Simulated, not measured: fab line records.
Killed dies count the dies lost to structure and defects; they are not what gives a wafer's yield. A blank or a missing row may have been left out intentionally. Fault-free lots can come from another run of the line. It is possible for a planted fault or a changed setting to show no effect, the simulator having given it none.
fab line records	flow n5_finfet	part 1 of 2: steps 1 to 22 of 31
record lots=5	wafers=15	last_day=17
route steps=1938 shown BEOL_M5@1158
lots with no fault: from the same line, run without faults
start_h: start of the lot's first displayed wafer, in hours after the record's first day	wait_h: hours from the lot's prior step to this one	" the same as in the row above	L1.1+2: several wafers, shown together as one row	- no value, or no start given	* or withheld: withheld	< > ~ a bound
route shown NAME@n: a module of which the file shows steps, and the number in the route of the first	usual: mean and standard deviation over wafers with no fault	same: alike in all rows	chamber/n: place in a boat	sites: the reading at each site	_std_site: standard deviation across them	_edge_site: inner sites' mean taken away from outer sites' mean	radius_mm: for every site, how far away it sits from the centre of the wafer	mask NAME#n: copy n	behind: tool/chamber where the wafer was last shaped	hold: why the lot went on hold/how many hours it stayed there/how the hold came to an end	device: the n, p or np transistor that did not switch	end of line: the same wafers' tests at the end of the route	where a step has no rows: the recipe by itself	killed: dies that structure and defects cost at the first sort, which is not the same as the wafer's yield	map: dies across one wafer; x = killed, . = not, _ = none there
set.NAME: setting as actually run; set.NAME@STEP: the setting as run at that earlier step	model.NAME: the simulator's own value behind a step, which no gauge read
lots at selected steps of the route; one table per step, one row per wafer
services: when a tool's chamber went out of use (start_h, in hours from the record's first day, below 0 if earlier), for how many hours, and the reason
## steps
# step N5_BEOL_M5_STRIP_85
# recipe chemistry=C4F6/O2	resist=SiARC	rf_frequency_hz=6e+07
lot.wafer	tool	chamber	start_h	wait_h
L080.2+3+6	rie_diel-06	3,0,0	219.16	0.0
L082.3+4+6	rie_diel-05	2,1,3	226.42	0.0
L088.3+5+6	rie_diel-01	3,2,1	271.85	0.0
L093.2+4+6	rie_diel-05	0,3,0	299.10	0.0
L091.3+5+6	rie_diel-05	3,0,3	305.23	0.0
# step N5_BEOL_M5_STRIP_36
# recipe chemistry=N2/H2	power_w=450	temp_c=40	pressure_mtorr=20	rf_frequency_hz=6e+07	overash_fraction=0.3	bias_power_w=7	h2_frac=0.5	n2_flow_sccm=200	h2_flow_sccm=200
# usual drypump_motor_current_A=5.7/0.5	h2_flow_sccm=200.0/0.64	oes_product_au=0.74/0.049	rf_vpp_V=58.8/1.6	showerhead_plenum_p_Torr=2.51/0.08	throttle_valve_pct=23.80/0.29
lot.wafer	tool	chamber	start_h	wait_h	drypump_motor_current_A	h2_flow_sccm	oes_product_au	rf_hours_counter_h	rf_vpp_V	showerhead_plenum_p_Torr	throttle_valve_pct
L080.2	rie_diel-06	3	219.17	0.0	5.7	199.9	0.71	206	57.3	2.41	23.59
L080.3	"	0	"	"	6.2	199.5	0.80	120	59.7	2.65	23.23
L080.6	"	0	"	"	6.2	200.1	0.80	-	58.1	2.65	23.20
L082.3	rie_diel-05	2	226.43	0.0	6.3	199.6	0.75	157	59.4	2.54	24.00
L082.4	"	1	"	"	5.2	200.2	0.69	197	60.1	2.53	24.06
L082.6	"	3	"	"	4.7	199.3	0.74	-	58.4	2.51	23.61
L088.3	rie_diel-01	3	271.86	0.0	5.7	200.8	0.72	204	62.6	2.50	23.58
L088.5	"	2	"	"	5.9	199.3	0.82	-	58.6	2.46	23.91
L088.6	"	1	"	"	6.4	199.6	0.70	-	57.6	2.40	24.01
L093.2	rie_diel-05	0	299.11	0.0	5.9	200.1	0.74	151	59.3	2.43	23.84
L093.4	"	3	"	"	4.7	199.2	0.73	208	59.7	2.50	23.62
L093.6	"	0	"	"	5.8	199.9	0.76	-	60.4	2.43	23.85
L091.3	rie_diel-05	3	305.24	0.0	4.7	199.7	0.73	210	59.4	2.50	23.63
L091.5	"	0	"	"	5.8	200.0	0.74	-	57.4	2.43	23.84
L091.6	"	3	"	"	4.7	199.9	0.73	-	58.5	2.50	23.63
# step N5_BEOL_M5_TRENCH_ETCH_37
# recipe chemistry=C4F6/O2	target_depth_a=716.52	target=SiCOH_lowk	time_s=24.7	ion_energy_ev=250	pressure_mtorr=30	source_w=345	bias_w=185	Ar_flow_sccm=300	C4F6_flow_sccm=10	O2_flow_sccm=10
# usual drypump_motor_current_A=5.7/0.5	oes_ar_750_au=0.73/0.049	oes_f_703_au=0.73/0.051	oes_product_au=0.73/0.049	rf_vpp_V=659/11	showerhead_plenum_p_Torr=2.82/0.083	throttle_valve_pct=21.07/0.21
# same time_s=24.7
lot.wafer	tool	chamber	start_h	wait_h	drypump_motor_current_A	oes_ar_750_au	oes_f_703_au	oes_product_au	rf_hours_counter_h	rf_vpp_V	showerhead_plenum_p_Torr	throttle_valve_pct
L080.2	rie_diel-06	3	-	-	5.7	0.71	0.71	0.71	206	652	2.72	21.09
L080.3	"	0	"	"	6.2	0.79	0.80	0.79	120	660	2.97	20.64
L080.6	"	0	"	"	6.2	0.79	0.80	0.80	-	659	2.97	20.66
L082.3	rie_diel-05	2	-	-	6.3	0.74	0.73	0.74	157	680	2.87	21.39
L082.4	"	1	"	"	5.2	0.69	0.67	0.69	197	680	2.83	21.36
L082.6	"	3	"	"	4.7	0.73	0.72	0.74	-	667	2.83	20.95
L088.3	rie_diel-01	3	-	-	5.7	0.72	0.71	0.71	204	664	2.81	21.03
L088.5	"	2	"	"	5.9	0.80	0.79	0.81	-	653	2.75	20.90
L088.6	"	1	"	"	6.4	0.69	0.69	0.68	-	657	2.70	21.14
L093.2	rie_diel-05	0	-	-	5.9	0.77	0.79	0.76	151	645	2.74	20.95
L093.4	"	3	"	"	4.7	0.71	0.70	0.72	208	665	2.82	20.98
L093.6	"	0	"	"	5.8	0.77	0.79	0.76	-	644	2.74	20.98
L091.3	rie_diel-05	3	-	-	4.6	0.71	0.70	0.71	210	667	2.82	20.97
L091.5	"	0	"	"	5.8	0.77	0.78	0.76	-	642	2.74	20.98
L091.6	"	3	"	"	4.7	0.72	0.70	0.72	-	666	2.82	20.99
# step N5_BEOL_M5_ETCH_41
# recipe chemistry=CH3F/O2	target=SiCN	target_depth_a=315	taper_deg=2	time_s=56.7	ion_energy_ev=120	mask_material=TiN	pressure_mtorr=30	source_w=395	bias_w=75	Ar_flow_sccm=150	CH3F_flow_sccm=30	O2_flow_sccm=20
# usual drypump_motor_current_A=5.7/0.5	oes_product_au=0.73/0.049	rf_vpp_V=296.9/1.6	showerhead_plenum_p_Torr=1.98/0.061	throttle_valve_pct=16.48/0.21
# same time_s=56.7
lot.wafer	tool	chamber	start_h	wait_h	drypump_motor_current_A	oes_product_au	rf_hours_counter_h	rf_vpp_V	showerhead_plenum_p_Torr	throttle_valve_pct
L080.2	rie_diel-06	3	-	-	5.7	0.70	206	295.7	1.91	16.53
L080.3	"	0	"	"	6.1	0.79	120	298.8	2.09	16.10
L080.6	"	0	"	"	6.2	0.78	-	299.3	2.09	16.08
L082.3	rie_diel-05	2	-	-	6.3	0.75	157	297.8	2.02	16.74
L082.4	"	1	"	"	5.2	0.70	197	299.1	1.99	16.76
L082.6	"	3	"	"	4.7	0.73	-	297.1	1.98	16.36
L088.3	rie_diel-01	3	-	-	5.7	0.71	204	297.1	1.97	16.51
L088.5	"	2	"	"	5.9	0.82	-	295.1	1.93	16.26
L088.6	"	1	"	"	6.4	0.68	-	294.0	1.89	16.57
L093.2	rie_diel-05	0	-	-	5.9	0.76	151	296.1	1.93	16.37
L093.4	"	3	"	"	4.7	0.72	208	296.4	1.98	16.40
L093.6	"	0	"	"	5.8	0.76	-	296.5	1.93	16.38
L091.3	rie_diel-05	3	-	-	4.7	0.71	210	297.4	1.98	16.41
L091.5	"	0	"	"	5.8	0.75	-	296.2	1.93	16.37
L091.6	"	3	"	"	4.6	0.72	-	297.8	1.98	16.42
# step N5_BEOL_M5_STRIP_91
# recipe chemistry=N2/H2	time_s=10	power_w=450	temp_c=40	pressure_mtorr=20	rf_frequency_hz=6e+07	bias_power_w=7	n2_flow_sccm=200	h2_flow_sccm=200
# usual drypump_motor_current_A=5.7/0.5	h2_flow_sccm=199.9/0.57	oes_product_au=0.74/0.047	rf_vpp_V=59.0/0.93	showerhead_plenum_p_Torr=2.51/0.08	throttle_valve_pct=23.79/0.29
# same time_s=10
lot.wafer	tool	chamber	start_h	wait_h	drypump_motor_current_A	h2_flow_sccm	oes_product_au	rf_hours_counter_h	rf_vpp_V	showerhead_plenum_p_Torr	throttle_valve_pct
L080.2	rie_diel-06	3	-	-	5.7	199.0	0.71	206	58.0	2.41	23.57
L080.3	"	0	"	"	6.2	200.2	0.78	120	58.8	2.65	23.20
L080.6	"	0	"	"	6.1	200.3	0.79	-	60.1	2.65	23.20
L082.3	rie_diel-05	2	-	-	6.3	199.7	0.74	157	59.7	2.54	24.00
L082.4	"	1	"	"	5.2	199.2	0.69	197	58.6	2.53	24.10
L082.6	"	3	"	"	4.7	200.1	0.75	-	60.5	2.51	23.58
L088.3	rie_diel-01	3	-	-	5.7	200.0	0.71	204	59.3	2.50	23.58
L088.5	"	2	"	"	5.8	200.6	0.83	-	58.8	2.45	23.92
L088.6	"	1	"	"	6.4	199.5	0.69	-	57.9	2.40	24.03
L093.2	rie_diel-05	0	-	-	5.8	200.4	0.76	152	57.3	2.43	23.84
L093.4	"	3	"	"	4.7	199.2	0.73	208	58.1	2.50	23.63
L093.6	"	0	"	"	5.9	200.9	0.75	-	59.8	2.43	23.83
L091.3	rie_diel-05	3	-	-	4.7	199.8	0.72	210	59.5	2.50	23.64
L091.5	"	0	"	"	5.8	198.5	0.75	-	58.0	2.43	23.85
L091.6	"	3	"	"	4.7	200.3	0.72	-	58.7	2.50	23.63
# step N5_BEOL_M5_OCD_MEAS_38
# usual trench_depth_nm=70.7/1.1
lot.wafer	tool	chamber	start_h	wait_h	trench_depth_nm
L080.2	ocd-01	-	219.37	-	70.6
L080.3	"	-	"	"	71.5
L080.6	"	-	"	"	71.2
L082.3	ocd-02	-	226.63	-	70.8
L082.4	"	-	"	"	69.4
L082.6	"	-	"	"	70.9
L088.3	ocd-01	-	272.06	-	70.4
L088.5	"	-	"	"	71.7
L088.6	"	-	"	"	69.1
L093.2	ocd-01	-	299.32	-	72.5
L093.4	"	-	"	"	70.3
L093.6	"	-	"	"	72.7
L091.3	ocd-01	-	305.44	-	70.7
L091.5	"	-	"	"	72.9
L091.6	"	-	"	"	71.4
# step N5_BEOL_M5_HM_STRIP_39
# recipe chemistry=peroxide_tin_strip	material=TiN	target_depth_a=250	temp_c=50	time_s=158
# same time_s=158
lot.wafer	tool	chamber	start_h	wait_h
L080.2+3+6	wet_bench-04	1,2,7	219.40	0.0
L082.3+4+6	wet_bench-04	0,7,5	226.66	0.0
L088.3+5+6	wet_bench-06	2,3,5	272.10	0.0
L093.2+4+6	wet_bench-03	5,1,0	299.35	0.0
L091.3+5+6	wet_bench-06	3,2,1	305.47	0.0
# step N5_BEOL_M5_SRD_40
# recipe time_s=30	temp_c=23	rinse_liquid=diw	dry=ipa_marangoni
# same time_s=30
lot.wafer	tool	chamber	start_h	wait_h
L080.2+3+6	wet_bench-04	1,2,7	219.44	0.0
L082.3+4+6	wet_bench-04	0,7,5	226.71	0.0
L088.3+5+6	wet_bench-06	2,3,5	272.15	0.0
L093.2+4+6	wet_bench-03	5,1,0	299.39	0.0
L091.3+5+6	wet_bench-06	3,2,1	305.52	0.0
# step N5_BEOL_M5_PRECLEAN_42
# recipe chemistry=residue_remover	time_s=60	temp_c=40
# same time_s=60
lot.wafer	tool	chamber	start_h	wait_h
L080.2+3+6	wet_bench-04	1,2,7	219.46	0.0
L082.3+4+6	wet_bench-04	0,7,5	226.72	0.0
L088.3+5+6	wet_bench-06	2,3,5	272.17	0.0
L093.2+4+6	wet_bench-03	5,1,0	299.41	0.0
L091.3+5+6	wet_bench-06	3,2,1	305.54	0.0
# step N5_BEOL_M5_SRD_43
# recipe time_s=30	temp_c=23	rinse_liquid=diw	dry=ipa_marangoni
# same time_s=30
lot.wafer	tool	chamber	start_h	wait_h
L080.2+3+6	wet_bench-04	1,2,7	219.48	0.0
L082.3+4+6	wet_bench-04	0,7,5	226.74	0.0
L088.3+5+6	wet_bench-06	2,3,5	272.19	0.0
L093.2+4+6	wet_bench-03	5,1,0	299.43	0.0
L091.3+5+6	wet_bench-06	3,2,1	305.56	0.0
# step N5_BEOL_M5_CD_MEAS_35
# recipe target_cd_nm=28	target_cd_y_nm=24	polarity=opening
# usual cd_nm=28.0/0.38
lot.wafer	tool	chamber	start_h	wait_h	cd_nm
L080.2	cd_sem-01	-	219.52	0.0	28.0
L080.3	"	-	"	"	27.3
L080.6	"	-	"	"	28.1
L082.3	cd_sem-02	-	226.78	0.0	27.9
L082.4	"	-	"	"	27.9
L082.6	"	-	"	"	28.2
L088.3	cd_sem-03	-	272.24	0.0	28.6
L088.5	"	-	"	"	28.2
L088.6	"	-	"	"	27.8
L093.2	cd_sem-03	-	299.47	0.0	28.0
L093.4	"	-	"	"	28.5
L093.6	"	-	"	"	28.1
L091.3	cd_sem-01	-	305.60	0.0	28.3
L091.5	"	-	"	"	28.0
L091.6	"	-	"	"	27.9
# step N5_BEOL_M5_CURE_80
# recipe temp_c=370	time_s=120	ambient=DMADMS/He	material=SiCOH_lowk
# usual lamp_power_pct=52.31/0.056	wafer_temp_C_max=371.5/0.51
# same time_s=120
lot.wafer	tool	chamber	start_h	wait_h	lamp_power_pct	wafer_temp_C_max
L080.2	uv_cure-01	1	219.61	0.1	52.25	370.8
L080.3	"	1	"	"	52.35	370.9
L080.6	"	1	"	"	52.27	370.7
L082.3	uv_cure-01	2	226.92	0.1	52.28	371.6
L082.4	"	2	"	"	52.26	371.1
L082.6	"	2	"	"	52.32	371.8
L088.3	uv_cure-03	1	272.38	0.1	52.37	371.7
L088.5	"	1	"	"	52.25	371.7
L088.6	"	1	"	"	52.33	372.0
L093.2	uv_cure-01	0	299.56	0.1	52.31	371.3
L093.4	"	0	"	"	52.34	371.7
L093.6	"	0	"	"	52.42	371.7
L091.3	uv_cure-03	0	305.74	0.1	52.31	371.6
L091.5	"	0	"	"	52.35	371.2
L091.6	"	0	"	"	52.36	371.3
# step N5_BEOL_M5_DEGAS_44
# recipe ambient=vacuum	temp_c=250	time_s=60
# usual heater_power_w=334/39
# same time_s=60
lot.wafer	tool	chamber	start_h	wait_h	heater_power_w
L080.2	pvd_sputter-02	-	219.98	0.3	373
L080.3	"	-	"	"	334
L080.6	"	-	"	"	329
L082.3	pvd_sputter-01	-	227.32	0.3	318
L082.4	"	-	"	"	292
L082.6	"	-	"	"	322
L088.3	pvd_sputter-02	-	272.66	0.2	381
L088.5	"	-	"	"	269
L088.6	"	-	"	"	329
L093.2	pvd_sputter-02	-	299.84	0.2	274
L093.4	"	-	"	"	334
L093.6	"	-	"	"	338
L091.3	pvd_sputter-03	-	306.00	0.2	307
L091.5	"	-	"	"	331
L091.6	"	-	"	"	333
# step N5_BEOL_M5_PRE_CLEAN_45
# recipe gas=H2/He	time_s=30	temp_c=250
# usual heater_power_w=335/39
# same time_s=30
lot.wafer	tool	chamber	start_h	wait_h	heater_power_w
L080.2	pvd_sputter-02	-	220.02	0.0	377
L080.3	"	-	"	"	329
L080.6	"	-	"	"	332
L082.3	pvd_sputter-01	-	227.36	0.0	321
L082.4	"	-	"	"	296
L082.6	"	-	"	"	320
L088.3	pvd_sputter-02	-	272.70	0.0	371
L088.5	"	-	"	"	273
L088.6	"	-	"	"	330
L093.2	pvd_sputter-02	-	299.88	0.0	268
L093.4	"	-	"	"	332
L093.6	"	-	"	"	330
L091.3	pvd_sputter-03	-	306.04	0.0	299
L091.5	"	-	"	"	342
L091.6	"	-	"	"	335
# step N5_BEOL_M5_ALD_86
# recipe material=TaN	target_thk_a=*	temp_c=275	ald_precursor_family=PDMAT	ald_co_reactant=NH3	pressure_torr=3	carrier_flow_sccm=1500	pulse_time_s=2	purge_time_s=3	co_reactant_purge_time_s=2	co_reactant_pulse_time_s=3	ald_cycles=30	precursor_vessel_temp_c=75	precursor_vessel_pressure_torr=26.25	precursor_vessel_carrier_sccm=1000
# usual heater_power_w=424/61
# same ald_cycles=30
lot.wafer	tool	chamber	start_h	wait_h	heater_power_w
L080.2	ald_metal-03	2	220.08	0.0	357
L080.3	"	0	"	"	484
L080.6	"	1	"	"	449
L082.3	ald_metal-04	0	227.65	0.3	534
L082.4	"	2	"	"	342
L082.6	"	2	"	"	342
L088.3	ald_metal-03	2	272.76	0.0	365
L088.5	"	0	"	"	473
L088.6	"	3	"	"	438
L093.2	ald_metal-04	0	299.95	0.0	534
L093.4	"	2	"	"	343
L093.6	"	0	"	"	532
L091.3	ald_metal-02	0	306.10	0.0	442
L091.5	"	3	"	"	453
L091.6	"	0	"	"	427
# step N5_BEOL_M5_SURFACE_TREAT_87
# recipe gas=Ar	time_s=*	ion_energy_ev=*	ion_current_ma_cm2=0.5	pressure_mtorr=*	ar_flow_sccm=30
# usual throttle_valve_pct=*
# same time_s=*
lot.wafer	tool	chamber	start_h	wait_h	throttle_valve_pct
L080.2	pvd_sputter-03	-	220.40	0.2	*
L080.3	"	-	"	"	*
L080.6	"	-	"	"	*
L082.3	pvd_sputter-01	-	227.98	0.2	*
L082.4	"	-	"	"	*
L082.6	"	-	"	"	*
L088.3	pvd_sputter-03	-	273.00	0.1	*
L088.5	"	-	"	"	*
L088.6	"	-	"	"	*
L093.2	pvd_sputter-03	-	301.65	1.6	*
L093.4	"	-	"	"	*
L093.6	"	-	"	"	*
L091.3	pvd_sputter-02	-	306.35	0.1	*
L091.5	"	-	"	"	*
L091.6	"	-	"	"	*
# step N5_BEOL_M5_CVD_47
# recipe material=Co	target_thk_a=30	temp_c=withheld	precursor=CCTBA/H2	pressure_torr=30	time_s=216
# same time_s=216
lot.wafer	tool	chamber	start_h	wait_h
L080.2+3+6	cvd_co-02	2,0,0	220.46	0.0
L082.3+4+6	cvd_co-02	2,2,0	228.04	0.0
L088.3+5+6	cvd_co-01	1,0,1	273.41	0.4
L093.2+4+6	cvd_co-02	1,0,1	301.71	0.0
L091.3+5+6	cvd_co-01	1,1,0	306.48	0.1
# step N5_BEOL_M5_SPUTTER_48
# recipe material=Cu	target_thk_a=150	temp_c=-20	chamber_pressure_pa=0.07	power_w=withheld	time_s=27.62
# usual substrate_temp_c=-20.00/0.11	throttle_valve_pct=29.9/1.2
# same time_s=27.62
lot.wafer	tool	chamber	start_h	wait_h	substrate_temp_c	throttle_valve_pct
L080.2	pvd_sputter-03	-	220.62	0.1	-20.02	30.0
L080.3	"	-	"	"	-19.98	30.5
L080.6	"	-	"	"	-20.06	31.1
L082.3	pvd_sputter-01	-	228.22	0.1	-20.04	30.2
L082.4	"	-	"	"	-19.97	28.6
L082.6	"	-	"	"	-20.08	29.6
L088.3	pvd_sputter-02	-	273.57	0.1	-20.15	30.5
L088.5	"	-	"	"	-19.92	27.0
L088.6	"	-	"	"	-20.01	31.1
L093.2	pvd_sputter-02	-	301.93	0.2	-20.02	29.2
L093.4	"	-	"	"	-20.09	30.6
L093.6	"	-	"	"	-20.22	27.6
L091.3	pvd_sputter-02	-	306.69	0.1	-19.83	30.7
L091.5	"	-	"	"	-20.03	27.1
L091.6	"	-	"	"	-19.96	30.4
# step N5_BEOL_M5_ANNEAL_49
# recipe temp_c=400	time_s=1800	ambient=vacuum
# usual heater_power_w=840/92
# same time_s=1800
lot.wafer	tool	chamber	start_h	wait_h	heater_power_w
L080.2	pvd_sputter-03	-	220.70	0.0	816
L080.3	"	-	"	"	855
L080.6	"	-	"	"	770
L082.3	pvd_sputter-01	-	228.30	0.0	905
L082.4	"	-	"	"	713
L082.6	"	-	"	"	801
L088.3	pvd_sputter-02	-	273.65	0.0	664
L088.5	"	-	"	"	1005
L088.6	"	-	"	"	949
L093.2	pvd_sputter-02	-	302.01	0.0	839
L093.4	"	-	"	"	689
L093.6	"	-	"	"	1001
L091.3	pvd_sputter-02	-	306.77	0.0	660
L091.5	"	-	"	"	1012
L091.6	"	-	"	"	661
# step N5_BEOL_M5_SPUTTER_81
# recipe material=Cu	target_thk_a=150	temp_c=-20	chamber_pressure_pa=0.07	power_w=withheld	time_s=27.62
# usual substrate_temp_c=-19.99/0.096	throttle_valve_pct=29.9/1.2
# same time_s=27.62
lot.wafer	tool	chamber	start_h	wait_h	substrate_temp_c	throttle_valve_pct
L080.2	pvd_sputter-03	-	221.71	0.5	-20.06	30.0
L080.3	"	-	"	"	-20.04	30.7
L080.6	"	-	"	"	-19.91	31.2
L082.3	pvd_sputter-01	-	229.31	0.5	-20.04	30.0
L082.4	"	-	"	"	-20.02	29.0
L082.6	"	-	"	"	-20.06	29.8
L088.3	pvd_sputter-02	-	274.66	0.5	-20.21	30.6
L088.5	"	-	"	"	-19.91	27.1
L088.6	"	-	"	"	-20.07	31.1
L093.2	pvd_sputter-02	-	303.01	0.5	-20.05	29.3
L093.4	"	-	"	"	-19.96	30.8
L093.6	"	-	"	"	-20.08	27.0
L091.3	pvd_sputter-02	-	307.78	0.5	-20.05	30.8
L091.5	"	-	"	"	-20.06	27.3
L091.6	"	-	"	"	-20.06	30.5
# step N5_BEOL_M5_ANNEAL_82
# recipe temp_c=400	time_s=1800	ambient=vacuum
# usual heater_power_w=840/94
# same time_s=1800
lot.wafer	tool	chamber	start_h	wait_h	heater_power_w
L080.2	pvd_sputter-03	-	221.79	0.0	824
L080.3	"	-	"	"	834
L080.6	"	-	"	"	757
L082.3	pvd_sputter-01	-	229.39	0.0	888
L082.4	"	-	"	"	729
L082.6	"	-	"	"	793
L088.3	pvd_sputter-02	-	274.74	0.0	652
L088.5	"	-	"	"	1014
L088.6	"	-	"	"	929
L093.2	pvd_sputter-02	-	303.09	0.0	841
L093.4	"	-	"	"	685
L093.6	"	-	"	"	1003
L091.3	pvd_sputter-02	-	307.86	0.0	680
L091.5	"	-	"	"	1004
L091.6	"	-	"	"	670
# step N5_BEOL_M5_SPUTTER_83
# recipe material=Cu	target_thk_a=150	temp_c=-20	chamber_pressure_pa=0.07	power_w=withheld	time_s=27.62
# usual substrate_temp_c=-20.00/0.11	throttle_valve_pct=29.9/1.2
# same time_s=27.62
lot.wafer	tool	chamber	start_h	wait_h	substrate_temp_c	throttle_valve_pct
L080.2	pvd_sputter-03	-	222.79	0.5	-20.02	29.9
L080.3	"	-	"	"	-20.19	30.3
L080.6	"	-	"	"	-20.17	31.4
L082.3	pvd_sputter-01	-	230.39	0.5	-19.94	30.1
L082.4	"	-	"	"	-19.92	28.8
L082.6	"	-	"	"	-20.11	29.5
L088.3	pvd_sputter-02	-	275.74	0.5	-20.11	30.8
L088.5	"	-	"	"	-19.99	27.2
L088.6	"	-	"	"	-20.18	31.2
L093.2	pvd_sputter-02	-	304.10	0.5	-20.12	28.9
L093.4	"	-	"	"	-19.76	30.7
L093.6	"	-	"	"	-19.88	27.4
L091.3	pvd_sputter-02	-	308.87	0.5	-20.10	30.9
L091.5	"	-	"	"	-20.00	27.3
L091.6	"	-	"	"	-20.05	31.0
